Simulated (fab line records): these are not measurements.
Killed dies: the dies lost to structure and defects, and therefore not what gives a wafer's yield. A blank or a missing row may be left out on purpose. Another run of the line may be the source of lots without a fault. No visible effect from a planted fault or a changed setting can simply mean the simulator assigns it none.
Chamber matching :: flow n5 finfet :: pecvd-01 running N5_BEOL_M7_DEP_56: 3 sister chambers
The step deposits SiCN from 3MS/NH3, target thk 10 nm, time 17.5 s. 6 wafers are shown with their chamber, then 7 later ones without.

## WAFERS, EACH WITH ITS CHAMBER
wafer: L077.4
chamber: 0
throttle valve pct (%): 8.7
showerhead plenum p Torr (Torr): 3.685

wafer: L081.1
chamber: 1
throttle valve pct (%): 9.2
showerhead plenum p Torr (Torr): 3.680

wafer: L081.6
chamber: 1
throttle valve pct (%): 9.1
showerhead plenum p Torr (Torr): 3.693

wafer: L089.2
chamber: 0
throttle valve pct (%): 8.6
showerhead plenum p Torr (Torr): 3.688

wafer: L088.3
chamber: 2
throttle valve pct (%): 8.7
showerhead plenum p Torr (Torr): 3.666

wafer: L088.5
chamber: 2
throttle valve pct (%): 8.8
showerhead plenum p Torr (Torr): 3.667

## WAFERS WHOSE CHAMBER IS MISSING
wafer: L088.6
throttle valve pct (%): 8.9
showerhead plenum p Torr (Torr): 3.684

wafer: L095.2
throttle valve pct (%): 8.8
showerhead plenum p Torr (Torr): 3.689

wafer: L095.4
throttle valve pct (%): 8.9
showerhead plenum p Torr (Torr): 3.678

wafer: L095.5
throttle valve pct (%): 8.5
showerhead plenum p Torr (Torr): 3.684

wafer: L097.1
throttle valve pct (%): 8.5
showerhead plenum p Torr (Torr): 3.667

wafer: L097.3
throttle valve pct (%): 9.0
showerhead plenum p Torr (Torr): 3.686

wafer: L097.4
throttle valve pct (%): 8.6
showerhead plenum p Torr (Torr): 3.651

## CHAMBER TAKEN BY EACH
wafer: L088.6
from the rows above: can't be placed: 1 or 0 or 2
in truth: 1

wafer: L095.2
from the rows above: 0
in truth: 0

wafer: L095.4
from the rows above: can't be placed: 2 or 1 or 0
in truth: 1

wafer: L095.5
from the rows above: 0
in truth: 0

wafer: L097.1
from the rows above: can't be placed: 2 or 0
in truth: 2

wafer: L097.3
from the rows above: 1
in truth: 1

wafer: L097.4
from the rows above: 2
in truth: 2
Correctly placed: 4 of 7. Can't be placed from these rows: 3 (the true chamber is among the candidates in 3). 0 placed wrongly.
How it was worked out, from the rows above alone: a wafer's distance from a chamber is the root of the sum, over the readings, of the square of ((its reading less the chamber's mean) divided by the reading's scatter). If the next closest chamber is less than 2 further off than the closest, the wafer can't be placed; otherwise it belongs to the closest. The mean given for a chamber averages the wafers shown for that chamber. The scatter: the root of (the sum of the squares of (reading less its chamber's mean) over the shown wafers, divided by (wafers less chambers)).
